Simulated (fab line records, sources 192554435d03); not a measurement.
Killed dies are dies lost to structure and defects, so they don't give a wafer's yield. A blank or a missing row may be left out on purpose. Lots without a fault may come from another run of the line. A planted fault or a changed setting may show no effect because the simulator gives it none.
Which tool did it? | flow n5_finfet | 11 lots, 33 wafers sampled, at 5 steps of a route of 1938

WHAT THE GAUGES READ, wafer by wafer
N5_BEOL_M14_THK_MEAS_01.
lot  | measured     | on            | M14_ILD_THK (nm)
L389 | day 10 13:52 | film_metro-01 | 1135 1121 1159
L390 | day 11 01:49 | film_metro-02 | 1098 1130 1118
L394 | day 12 04:00 | film_metro-02 | 1106 1140 1134
L396 | day 12 07:59 | film_metro-02 | 1113 1146 1133
L393 | day 12 15:59 | film_metro-02 | 1126 1112 1128
L397 | day 12 17:11 | film_metro-02 | 1109 1108 1144
L404 | day 14 23:41 | film_metro-01 | 1116 618 1146
L405 | day 15 06:44 | film_metro-01 | 626 598 1131
L408 | day 15 15:20 | film_metro-01 | 1110 1146 1139
L411 | day 16 19:04 | film_metro-02 | 1124 1114 1151
L412 | day 16 18:38 | film_metro-01 | 1132 1117 1143

WHICH TOOL RAN EACH LOT (tool, then ch and the chambers of the sampled wafers, then the start)
lot  | N5_BEOL_M13_STRIP_37                 | N5_BEOL_M13_PRE_CLEAN_42     | N5_BEOL_M13_DEP_53              | N5_BEOL_M14_ILD_DEP_00
L389 | plasma_asher-01 ch 0,1, day 10 08:55 | pvd_sputter-02, day 10 12:25 | pecvd-03 ch 1,2, day 10 13:32   | pecvd-04 ch 0,1, day 10 13:40
L390 | plasma_asher-01 ch 0,1, day 10 23:28 | pvd_sputter-01, day 11 00:17 | pecvd-02 ch 1,2, day 11 01:25   | pecvd-01 ch 0,1, day 11 01:33
L394 | plasma_asher-02 ch 0,1, day 12 01:23 | pvd_sputter-01, day 12 02:32 | pecvd-02 ch 0,1,2, day 12 03:41 | pecvd-01 ch 0,2, day 12 03:49
L396 | plasma_asher-01 ch 0,1, day 12 03:01 | pvd_sputter-03, day 12 06:28 | pecvd-04 ch 0,1,2, day 12 07:40 | pecvd-02 ch 1,2, day 12 07:47
L393 | plasma_asher-01 ch 0,1, day 12 09:33 | pvd_sputter-02, day 12 14:25 | pecvd-04 ch 0,1,2, day 12 15:40 | pecvd-02 ch 0,1,2, day 12 15:47
L397 | plasma_asher-02 ch 0,1, day 12 09:44 | pvd_sputter-03, day 12 15:44 | pecvd-04 ch 0,1,2, day 12 16:52 | pecvd-02 ch 0,1,2, day 12 16:59
L404 | plasma_asher-01 ch 0,1, day 14 18:26 | pvd_sputter-03, day 14 22:14 | pecvd-03 ch 0,2, day 14 23:22   | pecvd-04 ch 0,2, day 14 23:30
L405 | plasma_asher-01 ch 0,1, day 15 04:37 | pvd_sputter-02, day 15 05:14 | pecvd-04 ch 0,1,2, day 15 06:25 | pecvd-04 ch 0,2, day 15 06:32
L408 | plasma_asher-01 ch 0,1, day 15 09:24 | pvd_sputter-01, day 15 13:53 | pecvd-02 ch 0,1,2, day 15 15:01 | pecvd-02 ch 1,2, day 15 15:08
L411 | plasma_asher-02 ch 0,1, day 16 15:32 | pvd_sputter-02, day 16 16:26 | pecvd-02 ch 1,2, day 16 18:44   | pecvd-02 ch 0,1,2, day 16 18:52
L412 | plasma_asher-02 ch 0,1, day 16 15:36 | pvd_sputter-03, day 16 16:18 | pecvd-02 ch 0,1, day 16 18:19   | pecvd-02 ch 1,2, day 16 18:27
- N5_BEOL_M13_STRIP_37: strips in N2/H2.
- N5_BEOL_M13_PRE_CLEAN_42: time 30 s.
- N5_BEOL_M13_DEP_53: deposits SiCN from 3MS/NH3, target thk 50 nm, time 17.8 s.
- N5_BEOL_M14_ILD_DEP_00: deposits SiO2 from TEOS/O2, target thk 1119.3 nm, time 237.4 s.

THE ANSWER, worked out from the rows above alone
Rule: what is usual is taken from the lots themselves. Put in order of their means at a reading, lots are off if they are a third of the lots or fewer, leave a main group of 4 or more, and stand apart from it by a gap of 3 or more times the standard deviation of the main group's means; of several such gaps the widest counts. A main group whose means are all the same, to the digits that the tables above print for the reading, isn't used. A lot without any number at a reading at which 4 lots or more have one is off too. The other lots that the step has rows for count as sound.
Off: L404, L405, at N5_BEOL_M14_THK_MEAS_01 (M14_ILD_THK). The main group: mean 1127 nm, standard deviation 6.6.
A tool fits if, at a process step before that reading, it ran every lot that is off, and no sound lot after the first of them. The gauges at N5_BEOL_M14_THK_MEAS_01 are tried like those tools. One fits: pecvd-04 at N5_BEOL_M14_ILD_DEP_00. Its last sound lot is L389 (day 10 13:40), its first lot that is off L404 (day 14 23:30): a fault that began between those two fits.

WHAT THE SIMULATOR HAD PUT IN
Process parameter drift: pecvd-04, from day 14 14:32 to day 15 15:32, at N5_BEOL_M14_ILD_DEP_00. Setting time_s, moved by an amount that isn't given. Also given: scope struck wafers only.
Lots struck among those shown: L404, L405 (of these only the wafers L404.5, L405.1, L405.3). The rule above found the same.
